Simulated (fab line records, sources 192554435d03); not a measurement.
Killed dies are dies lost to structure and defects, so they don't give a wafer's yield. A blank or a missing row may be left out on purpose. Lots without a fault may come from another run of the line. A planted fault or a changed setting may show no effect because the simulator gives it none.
Split-lot experiment | flow n5_finfet | 7 lots, 21 wafers read, on a route of 1938 steps

THE SPLIT
At N5_BEOL_M1_ETCH_77 (etches underlayer in N2/H2, target depth 6.5 nm, time 5.2 s), the setting source_w was moved away from the recipe's 840 W on 8 of the 21 wafers read, by -12.4% to +16.9%. The other wafers ran this setting at the recipe's value.

The reading is taken at the split's own step.

THE READING
rf_vpp_V, in V, at N5_BEOL_M1_ETCH_77 (etches underlayer in N2/H2, target depth 6.5 nm, time 5.2 s). Fault-free wafers of this fab line usually give 525.1 V, standard deviation 2.2 V.

wafer  | tool, chamber at the split | source_w as run, W | against the recipe | rf_vpp_V, V | against lot-mates on the recipe
L074.3 | rie_diel-01, 3             | 920.4              | +9.6%              | 507.9       | -19.7
L074.4 | rie_diel-01, 1             | 840                | recipe             | 526.8       | -
L074.6 | rie_diel-01, 1             | 840                | recipe             | 528.4       | -
L082.3 | rie_diel-01, 0             | 920.2              | +9.5%              | 509.5       | -18.3
L082.4 | rie_diel-01, 1             | 840                | recipe             | 527.8       | -
L082.5 | rie_diel-01, 1             | 920.2              | +9.5%              | 512.8       | -15.0
L084.2 | rie_diel-01, 0             | 840                | recipe             | 524.5       | -
L084.5 | rie_diel-01, 0             | 840                | recipe             | 523.6       | -
L084.6 | rie_diel-01, 3             | 840                | recipe             | 523.3       | -
L087.2 | rie_diel-04, 0             | 840                | recipe             | 527.1       | -
L087.3 | rie_diel-04, 1             | 840                | recipe             | 527.9       | -
L087.4 | rie_diel-04, 1             | 982.2              | +16.9%             | 499.9       | -27.6
L089.3 | rie_diel-05, 3             | 735.8              | -12.4%             | 549.3       | no lot-mate on the recipe
L089.4 | rie_diel-05, 2             | 735.8              | -12.4%             | 549.2       | no lot-mate on the recipe
L089.6 | rie_diel-05, 0             | 735.8              | -12.4%             | 548.6       | no lot-mate on the recipe
L096.1 | rie_diel-04, 0             | 795.8              | -5.3%              | 535.1       | +10.6
L096.2 | rie_diel-04, 3             | 840                | recipe             | 523.4       | -
L096.6 | rie_diel-04, 2             | 840                | recipe             | 525.7       | -
L097.4 | rie_diel-05, 3             | 840                | recipe             | 525.5       | -
L097.5 | rie_diel-05, 2             | 840                | recipe             | 526.4       | -
L097.6 | rie_diel-05, 3             | 840                | recipe             | 524.3       | -

THE FIT
A straight line over all 21 wafers: rf_vpp_V changes by -1.72 V for each +1% of source_w; r = -0.99; the points scatter about the line by 1.9 V.
The same after taking each lot's own level away (the mean of its wafers on the recipe; 18 wafers): -1.75 V for each +1%; r = -0.99; scatter 1.3 V.
On that fit, the largest move of source_w shifts the reading by 30 V.
The lots' own levels span 523.80 to 527.80 V, that is 1.8 times the standard deviation above.
So the lot-to-lot level changes the slope little: the two slopes agree.
Check: with one of the wafers moved furthest among these (+16.9%) left out of the fit, the line predicts -31.6 V for it against its lot-mates. It came out at -27.6 V against them.
Tool readings at the split's step, against how far the setting was moved: rf_vpp_V r = -0.99.

OTHER SPLITS ON THESE WAFERS
These wafers also went through other splits before the reading. Each is held against what the fit with the lots' levels taken away leaves over:
other split on the same wafers        | wafers away from the commonest value | r with rf_vpp_V (lot level and that fit taken away)
N5_MOL_CONTACT_COAG_EXPOSE_05 dose_mj | 8                                    | +0.33
N5_BEOL_M0_SAQP_ETCH_107 bias_w       | 8                                    | -0.01

THE FILE'S OWN FIT
rf_vpp_V changes by -1.75 V for each +1% of source_w, r = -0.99.
